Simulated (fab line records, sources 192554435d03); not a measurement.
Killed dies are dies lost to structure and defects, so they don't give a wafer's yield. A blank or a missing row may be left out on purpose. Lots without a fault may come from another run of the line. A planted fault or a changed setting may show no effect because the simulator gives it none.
One fault seen from 2 desks | flow n5_finfet | each desk has only its own numbers; what lay behind them comes last

THE METROLOGY DESK
What the gauges read, lot by lot, whatever tool the lot ran on: means of the sampled wafers that have a number. A lot is out of limits, marked OUT, if its mean lies more than 4 standard deviations from the usual mean; the brackets give that distance. Of its 10 readings 7 are shown: those that lie furthest out on some lot.
Columns: A = DIBL_P at N5_BEOL_M4_RC_MEAS_101, usual 36.0 mV/V; B = IOFF_N at N5_BEOL_M4_RC_MEAS_101, usual 0.153 nA/um; C = IOFF_P at N5_BEOL_M4_RC_MEAS_101, usual 0.21 nA/um; D = ION_N at N5_BEOL_M4_RC_MEAS_101, usual 673 uA/um; E = SS_P at N5_BEOL_M4_RC_MEAS_101, usual 73.2 mV/dec; F = VT_N at N5_BEOL_M4_RC_MEAS_101, usual 250 mV; G = VT_P at N5_BEOL_M4_RC_MEAS_101, usual -250 mV
lot  | first seen here | A    | B     | C    | D   | E    | F   | G
L802 | day 8 01:25     | 37.2 | 0.171 | 0.23 | 682 | 73.6 | 248 | -248
L806 | day 9 06:08     | 36.0 | 0.185 | 0.24 | 691 | 73.5 | 245 | -244
L807 | day 9 06:33     | 34.7 | 0.131 | 0.18 | 670 | 72.7 | 251 | -252
L811 | day 10 08:57    | 35.5 | 0.145 | 0.19 | 680 | 73.1 | 250 | -250
L814 | day 11 00:41    | 32.5 | 0.113 | 0.17 | 658 | 72.1 | 254 | -252
L813 | day 11 05:25    | 37.6 | 0.173 | 0.21 | 670 | 73.7 | 248 | -251
L816 | day 11 09:40    | 38.4 | 0.195 | 0.25 | 687 | 74.1 | 247 | -247
L815 | day 11 11:49    | 35.3 | 0.148 | 0.21 | 675 | 72.9 | 251 | -249
L820 | day 12 10:37    | 33.2 | 0.117 | 0.15 | 660 | 72.3 | 255 | -256
L824 | day 13 14:36    | 34.1 | 0.139 | 0.18 | 672 | 72.4 | 252 | -253
This desk's finding: nothing out of limits on any of the 10 lots.

THE TOOL OWNER'S DESK: ald_sin-01
The tool's own readings at N5_MOL_CONTACT_COAG_ALD_27 (deposits SiOC, target thk 17 nm, pulse time 1.5 s, time 2720 s): means of the sampled wafers that have a number, for each lot that ran on this tool. A lot is out of limits, marked OUT, if its mean lies more than 4 standard deviations from the usual mean; the brackets give that distance.
Columns: A = heater_power_w at N5_MOL_CONTACT_COAG_ALD_27, usual 838 W; B = precursor_pulse_height_rel at N5_MOL_CONTACT_COAG_ALD_27, usual 1.000; C = run_length_s at N5_MOL_CONTACT_COAG_ALD_27, usual 2769.8 s
lot  | first seen here | A   | B     | C
L802 | day 4 22:55     | 864 | 1.001 | 2769.2
L806 | day 5 20:39     | 862 | 1.008 | 2769.2
L811 | day 7 06:54     | 862 | 1.016 | 2457.4 (-99 or more) OUT
L813 | day 7 21:31     | 796 | 1.002 | 2457.4 (-99 or more) OUT
L814 | day 8 04:28     | 876 | 0.986 | 2457.6 (-99 or more) OUT
L816 | day 8 08:02     | 791 | 1.021 | 2769.7
L824 | day 10 12:01    | 857 | 1.017 | 2769.9
This desk's finding: out of limits on L811, L813, L814; first on L811, day 7 06:54 (run_length_s at N5_MOL_CONTACT_COAG_ALD_27). In limits: L802, L806, L816, L824.

PUT TOGETHER
The tool owner's desk could have raised an alarm at day 7 06:54, on L811, L813, L814.
The metrology desk saw nothing out of limits.
The metrology desk has L811, L813, L814 on record, within its limits.
Of the lots named, all ran N5_MOL_CONTACT_COAG_ALD_27 on ald_sin-01.

WHAT THE SIMULATOR HAD PUT IN
Process parameter drift: ald_sin-01, from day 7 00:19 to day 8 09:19, at N5_MOL_CONTACT_COAG_ALD_27. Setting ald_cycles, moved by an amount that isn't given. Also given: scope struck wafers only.
Lots struck among those shown: L811, L813, L814.
Hours from the fault's start to each desk's first reading out of limits: the tool owner's desk, 7.
